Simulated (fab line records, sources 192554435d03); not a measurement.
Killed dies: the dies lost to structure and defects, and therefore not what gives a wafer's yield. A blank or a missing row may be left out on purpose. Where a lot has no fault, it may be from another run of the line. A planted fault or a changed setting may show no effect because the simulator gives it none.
Split-lot experiment | flow n5_finfet | 21 wafers read across 7 lots, on a route 1938 steps long

== SPLIT DETAILS ==
At N5_GATE_CUT_EXPOSE_10 (exposes mask GATE CUT, target cd 20 nm), the setting dose_mj was moved away from the recipe's 43.25 on 5 of the 21 wafers read, by -3.6% to +5.3%. The other wafers ran this setting at the recipe's value.

== FROM THE SPLIT TO THE READING: what the file shows between them, 7 steps ==
- N5_GATE_CUT_PEB_11: peb time 60 s
- N5_GATE_CUT_DEVELOP_12: develop time 30 s
- N5_GATE_CUT_DESCUM_18: chemistry O2, time 7 s
- N5_GATE_CUT_ETCH_36: etches SiARC in CF4, target depth 13 nm, time 21.7 s (also split here: cf4_flow_sccm)
- N5_GATE_CUT_ETCH_37: etches SOC in N2/H2, target depth 60 nm, overetch 12 nm, time 90 s
- N5_GATE_CUT_STRIP_38: strips in N2/H2
- N5_GATE_CUT_STRIP_39: strips in N2/H2

== THE READING ==
GATE_CUT.cd_nm (the simulator's own value, which no gauge read), in nm, at N5_GATE_CUT_HM_OPEN_40 (chemistry C4F6/O2, target SiO2, target depth 139 nm, time 85.1 s). The file does not state a usual value for it. Average 20.1 nm, standard deviation 0.27 nm, over the 16 wafers here run with the recipe.

wafer  | tool, chamber at the split | dose_mj as run | against the recipe | GATE_CUT.cd_nm, nm | against lot-mates on the recipe
L082.2 | euv_scanner-02, 0          | 45.55          | +5.3%              | 21.2               | no lot-mate on the recipe
L082.3 | euv_scanner-02, 0          | 45.55          | +5.3%              | 21.2               | no lot-mate on the recipe
L082.4 | euv_scanner-02, 0          | 45.55          | +5.3%              | 21.2               | no lot-mate on the recipe
L083.1 | euv_scanner-01, 0          | 43.25          | recipe             | 20                 | -
L083.2 | euv_scanner-01, 0          | 41.68          | -3.6%              | 19.4               | -0.5
L083.5 | euv_scanner-01, 0          | 43.25          | recipe             | 19.8               | -
L085.1 | euv_scanner-01, 0          | 43.25          | recipe             | 20.2               | -
L085.4 | euv_scanner-01, 0          | 43.25          | recipe             | 20.2               | -
L085.2 | euv_scanner-01, 0          | 43.25          | recipe             | 20.4               | -
L089.3 | euv_scanner-01, 0          | 43.25          | recipe             | 19.8               | -
L089.4 | euv_scanner-01, 0          | 43.25          | recipe             | 19.8               | -
L089.5 | euv_scanner-01, 0          | 43.25          | recipe             | 19.8               | -
L092.3 | euv_scanner-01, 0          | 43.25          | recipe             | 20                 | -
L092.4 | euv_scanner-01, 0          | 43.25          | recipe             | 19.6               | -
L092.6 | euv_scanner-01, 0          | 43.25          | recipe             | 20.2               | -
L093.1 | euv_scanner-01, 0          | 43.25          | recipe             | 20.6               | -
L093.2 | euv_scanner-01, 0          | 43.25          | recipe             | 20.4               | -
L093.4 | euv_scanner-01, 0          | 43.25          | recipe             | 20.4               | -
L094.3 | euv_scanner-01, 0          | 43.25          | recipe             | 20                 | -
L094.4 | euv_scanner-01, 0          | 45.43          | +5.0%              | 21.2               | +1.1
L094.5 | euv_scanner-01, 0          | 43.25          | recipe             | 20.2               | -

FIT RESULTS
A straight line over all 21 wafers: GATE_CUT.cd_nm changes by +0.209 nm for each +1% of dose_mj; r = +0.89; the points scatter about the line by 0.25 nm.
The same after taking each lot's own level away (the mean of its wafers on the recipe; 18 wafers): +0.19 nm for each +1%; r = +0.90; scatter 0.14 nm.
According to that fit, moving dose_mj by its largest amount changes the reading by 1 nm.
Across the lots, their own levels run from 19.80 to 20.47 nm, a range of 2.4 times the standard deviation given above.
Hence the lot-to-lot level has little effect on the slope; both slopes agree.
Check: +0.694 nm against its lot-mates is what the line predicts for one of the wafers moved furthest among these (+5.0%) when that wafer is left out of the fit. It came out at +1.1 nm against them.

== THE OTHER SPLITS THESE WAFERS WENT THROUGH ==
These wafers also went through other splits before the reading. Each is held against what the fit with the lots' levels taken away leaves over:
other split on the same wafers    | wafers away from the commonest value | r with GATE_CUT.cd_nm (lot level and that fit taken away)
N5_GATE_CUT_ETCH_36 cf4_flow_sccm | 6                                    | +0.08

== THE WHOLE CHAIN: every reading that the file lists as answering this split, in the file's order ==
step                   | what it does                                                     | reading                                                         | change (the file's fit)               | r (the file's)
N5_GATE_CUT_DESCUM_18  | chemistry O2, time 7 s                                           | GATE_CUT.cd_nm (the simulator's own value, which no gauge read) | +0.245 nm for each +1% of the setting | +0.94
N5_GATE_CUT_ETCH_36    | etches SiARC in CF4, target depth 13 nm, time 21.7 s             | GATE_CUT.cd_nm (the simulator's own value, which no gauge read) | +0.2 nm for each +1% of the setting   | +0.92
N5_GATE_CUT_HM_OPEN_40 | chemistry C4F6/O2, target SiO2, target depth 139 nm, time 85.1 s | GATE_CUT.cd_nm (the simulator's own value, which no gauge read) | +0.191 nm for each +1% of the setting | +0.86

== FILE'S OWN FIT ==
GATE_CUT.cd_nm changes by +0.191 nm for each +1% of dose_mj, r = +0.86.
